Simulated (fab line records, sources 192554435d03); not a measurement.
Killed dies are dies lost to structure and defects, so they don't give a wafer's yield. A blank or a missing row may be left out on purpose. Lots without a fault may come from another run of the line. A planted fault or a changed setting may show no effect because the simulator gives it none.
Split-lot experiment | flow n5_finfet | 7 lots, 39 wafers read, on a route of 1938 steps

THE SPLIT
At N5_HKMG_FIN_ETCH_55 (etches SOC in N2/H2, target depth 240 nm, time 300 s), the setting time_s was moved away from the recipe's 300 s on 12 of the 39 wafers read, by -56.0% to +45.3%. The other wafers ran this setting at the recipe's value.

The reading is taken at the split's own step.

THE READING
SiARC_of_HKMG_FIN_COAT_42.thk_nm (the simulator's own value, which no gauge read), in nm, at N5_HKMG_FIN_ETCH_55 (etches SOC in N2/H2, target depth 240 nm, time 300 s). The file gives no usual value for it. The 27 wafers here that ran the recipe average 21.2 nm, standard deviation 0.63 nm.

wafer  | tool, chamber at the split | time_s as run, s | against the recipe | SiARC_of_HKMG_FIN_COAT_42.thk_nm, nm | against lot-mates on the recipe
L074.1 | rie_diel-06, 1             | 435.8            | +45.3%             | 13.8                                 | -7.1
L074.2 | rie_diel-06, 0             | 300              | recipe             | 21.2                                 | -
L074.3 | rie_diel-06, 2             | 435.8            | +45.3%             | 13.2                                 | -7.7
L074.4 | rie_diel-06, 3             | 435.8            | +45.3%             | 15.4                                 | -5.5
L074.5 | rie_diel-06, 1             | 300              | recipe             | 20.4                                 | -
L074.6 | rie_diel-06, 0             | 300              | recipe             | 21                                   | -
L078.1 | rie_diel-06, 1             | 300              | recipe             | 20.8                                 | -
L078.2 | rie_diel-06, 3             | 300              | recipe             | 21.6                                 | -
L078.3 | rie_diel-06, 2             | 300              | recipe             | 20.2                                 | -
L078.4 | rie_diel-06, 0             | 300              | recipe             | 21.2                                 | -
L078.5 | rie_diel-06, 3             | 300              | recipe             | 21.6                                 | -
L078.6 | rie_diel-06, 2             | 300              | recipe             | 20.2                                 | -
L081.2 | rie_diel-03, 0             | 300              | recipe             | 21.4                                 | -
L081.4 | rie_diel-03, 3             | 300              | recipe             | 22                                   | -
L081.5 | rie_diel-03, 2             | 300              | recipe             | 21.8                                 | -
L082.1 | rie_diel-06, 2             | 132              | -56.0%             | 28.4                                 | +7.7
L082.2 | rie_diel-06, 3             | 132              | -56.0%             | 29.2                                 | +8.5
L082.3 | rie_diel-06, 1             | 132              | -56.0%             | 28.8                                 | +8.1
L082.4 | rie_diel-06, 0             | 300              | recipe             | 21                                   | -
L082.5 | rie_diel-06, 0             | 300              | recipe             | 20.8                                 | -
L082.6 | rie_diel-06, 1             | 300              | recipe             | 20.2                                 | -
L084.1 | rie_diel-01, 2             | 300              | recipe             | 22                                   | -
L084.2 | rie_diel-01, 0             | 300              | recipe             | 20.8                                 | -
L084.3 | rie_diel-01, 1             | 300              | recipe             | 22                                   | -
L084.4 | rie_diel-01, 0             | 300              | recipe             | 20.8                                 | -
L084.5 | rie_diel-01, 2             | 300              | recipe             | 22                                   | -
L084.6 | rie_diel-01, 1             | 300              | recipe             | 22.2                                 | -
L091.1 | rie_diel-01, 2             | 300              | recipe             | 21.8                                 | -
L091.2 | rie_diel-01, 0             | 410.3            | +36.8%             | 15.2                                 | -5.9
L091.3 | rie_diel-01, 3             | 300              | recipe             | 21                                   | -
L091.4 | rie_diel-01, 3             | 410.3            | +36.8%             | 16.2                                 | -4.9
L091.5 | rie_diel-01, 0             | 300              | recipe             | 20.6                                 | -
L091.6 | rie_diel-01, 2             | 410.3            | +36.8%             | 17                                   | -4.1
L093.1 | rie_diel-01, 1             | 300              | recipe             | 21.6                                 | -
L093.2 | rie_diel-01, 0             | 425.3            | +41.8%             | 14.6                                 | -6.8
L093.3 | rie_diel-01, 3             | 425.3            | +41.8%             | 15.2                                 | -6.2
L093.4 | rie_diel-01, 2             | 300              | recipe             | 22                                   | -
L093.5 | rie_diel-01, 3             | 425.3            | +41.8%             | 15.4                                 | -6.0
L093.6 | rie_diel-01, 0             | 300              | recipe             | 20.6                                 | -

THE FIT
A straight line over all 39 wafers: SiARC_of_HKMG_FIN_COAT_42.thk_nm changes by -0.143 nm for each +1% of time_s; r = -0.98; the points scatter about the line by 0.68 nm.
The same after taking each lot's own level away (the mean of its wafers on the recipe; 39 wafers): -0.146 nm for each +1%; r = -0.99; scatter 0.58 nm.
On that fit, the largest move of time_s shifts the reading by 8.2 nm.
The lots' own levels span 20.67 to 21.73 nm, that is 1.7 times the standard deviation above.
So the lot-to-lot level changes the slope little: the two slopes agree.
Check: with one of the wafers moved furthest among these (-56.0%) left out of the fit, the line predicts +8.27 nm for it against its lot-mates. It came out at +7.73 nm against them.

OTHER SPLITS ON THESE WAFERS
These wafers also went through other splits before the reading. Each is held against what the fit with the lots' levels taken away leaves over:
other split on the same wafers | wafers away from the commonest value | r with SiARC_of_HKMG_FIN_COAT_42.thk_nm (lot level and that fit taken away)
N5_FIN_SAQP_HM_DEP_03 time_s   | 15                                   | -0.30

THE WHOLE CHAIN: every reading that the file lists as answering this split, in the file's order
step                | what it does                                         | reading                                                                           | change (the file's fit)               | r (the file's)
N5_HKMG_FIN_ETCH_55 | etches SOC in N2/H2, target depth 240 nm, time 300 s | HKMG_FIN.feature_depth_nm (the simulator's own value, which no gauge read)        | +2.49 nm for each +1% of the setting  | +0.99
N5_HKMG_FIN_ETCH_55 | etches SOC in N2/H2, target depth 240 nm, time 300 s | etch.depth_nm (the simulator's own value, which no gauge read)                    | +2.49 nm for each +1% of the setting  | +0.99
N5_HKMG_FIN_ETCH_55 | etches SOC in N2/H2, target depth 240 nm, time 300 s | SiARC_of_HKMG_FIN_COAT_42.thk_nm (the simulator's own value, which no gauge read) | -0.146 nm for each +1% of the setting | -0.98

THE FILE'S OWN FIT
SiARC_of_HKMG_FIN_COAT_42.thk_nm changes by -0.146 nm for each +1% of time_s, r = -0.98.
